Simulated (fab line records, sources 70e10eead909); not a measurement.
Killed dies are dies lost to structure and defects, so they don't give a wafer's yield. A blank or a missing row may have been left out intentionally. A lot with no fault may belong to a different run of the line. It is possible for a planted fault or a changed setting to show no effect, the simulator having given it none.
Chamber matching	flow nand_harc	pecvd-02 running NHARC_P_M2_PRE_CLEAN_32: 3 sister chambers
The step time 12 s. 6 wafers are shown with their chamber, then 11 later ones without.

WAFERS WITH THEIR CHAMBER
wafer	chamber	heater_power_w (W)	heater_power_outer_w (W)
L089.2	2	626	345
L089.5	1	566	350
L090.1	0	571	350
L090.2	1	514	294
L090.4	2	674	380
L092.1	0	628	395

WAFERS WHOSE CHAMBER IS MISSING
wafer	heater_power_w (W)	heater_power_outer_w (W)
L092.3	519	305
L092.4	567	297
L095.3	579	366
L095.5	539	318
L095.6	592	351
L094.1	643	349
L094.2	601	359
L094.6	617	362
L097.1	565	356
L097.2	657	377
L097.4	582	352

WHICH CHAMBER EACH ONE RAN IN
wafer	from the rows above	in truth
L092.3	1	1
L092.4	can't be placed: 1 or 0 or 2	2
L095.3	can't be placed: 0 or 1 or 2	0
L095.5	1	1
L095.6	can't be placed: 0 or 2 or 1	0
L094.1	can't be placed: 2 or 0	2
L094.2	can't be placed: 0 or 2 or 1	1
L094.6	can't be placed: 0 or 2 or 1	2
L097.1	can't be placed: 0 or 1 or 2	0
L097.2	can't be placed: 2 or 0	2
L097.4	can't be placed: 0 or 1 or 2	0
2 of 11 placed correctly. These rows do not allow placing 9 (true chamber among the candidates in 9). 0 placed wrongly.
How it was worked out, from the rows above alone: a wafer's distance from a chamber is the root of the sum, over the readings, of the square of ((its reading less the chamber's mean) divided by the reading's scatter). If the next closest chamber is less than 2 further off than the closest, the wafer can't be placed; otherwise it belongs to the closest. The mean given for a chamber averages the wafers shown for that chamber. The scatter: take each reading less its chamber's mean, square it, sum over the shown wafers, divide by the number of wafers less the number of chambers, and take the root.
